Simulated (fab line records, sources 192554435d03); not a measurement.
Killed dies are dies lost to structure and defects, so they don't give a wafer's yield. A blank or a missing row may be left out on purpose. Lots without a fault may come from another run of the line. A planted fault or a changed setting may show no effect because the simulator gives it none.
Problem report in the 8D (eight disciplines) form, filled by code | flow n5_finfet | the parts of the form that need people (team, actions taken, sign-off) are left out

1. THE PROBLEM
cd_nm at N5_PMOS_HMC_CHANNEL_EPI_CD_MEAS_09 reads a mean of 243.8 nm on 9 wafers of 3 lots; wafers without a fault read 238.3 nm with a standard deviation of 1. That is +5.5 standard deviations from the usual mean.
The step: target cd 237.4 nm.
First seen on wafer L693.1, day 5 05:52, on cd_sem-03. The record holds 32 wafers of 12 lots with a number at this step. Rule for "out", or "out of limits": more than 4 standard deviations from the usual mean. The other wafers with a number count as sound.

2. WHAT IT IS AND WHAT IT IS NOT
question                    | is                     | is not
which readings at this step | cd_nm                  | -
which lots                  | L693, L695, L698       | L679, L682, L683, L684, L685, L687, L690, L691, L692
which wafers of those lots  | all that have a number | -
read on which gauges        | cd_sem-02, cd_sem-03   | cd_sem-01
when                        | from day 5 05:52       | up to then (23 sound wafers)

3. SUSPECTS, AND WHAT RULES EACH OUT
Counting: a tool at a process step up to the reading stays a suspect if it ran every lot that is out and no sound lot after the first of them.
- the gauge at N5_PMOS_HMC_CHANNEL_EPI_CD_MEAS_09: ruled out. The wafers that are out were read on 2 gauges (cd_sem-02, cd_sem-03).
- litho_track-05 at N5_PMOS_HMC_CHANNEL_EPI_PEB_07 (peb time 60 s): kept. It ran every lot that is out, first L693 (day 5 05:47), and no sound lot after that; its last sound lot up to then is L692 (day 4 23:10).
Left after counting: litho_track-05 at N5_PMOS_HMC_CHANNEL_EPI_PEB_07.

4. THE CAUSE (what the simulator had put in)
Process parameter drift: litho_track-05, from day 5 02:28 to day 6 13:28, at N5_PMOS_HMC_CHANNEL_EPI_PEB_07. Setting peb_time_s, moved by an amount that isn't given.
Counting left only this tool.

5. THE CHAIN OF EFFECTS, in route order
Each row: a reading whose mean over the struck wafers that have a number lies more than 3 standard deviations from the usual. Only readings for which the record gives a usual standard deviation are gone through. hours: the time from each lot's start at the first step in this table that gives one to its start at this step, as a median over the lots. sigmas: the change in usual standard deviations.
hours | step                               | reading | usual    | on struck wafers | change | sigmas
0     | N5_PMOS_HMC_CHANNEL_EPI_CD_MEAS_09 | cd_nm   | 238.3 nm | 243.8            | +5.5   | +5.5

6. WHAT WOULD HAVE CAUGHT IT SOONER
In this record the first reading out of limits at a measuring or inspecting step was taken at day 5 05:52, 3 hours after the fault began at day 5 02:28.
Of the lots that are out (3), L695, L698 began N5_PMOS_HMC_CHANNEL_EPI_PEB_07 on litho_track-05 after day 5 05:52. A hold on the tool at that time would have spared those 2.
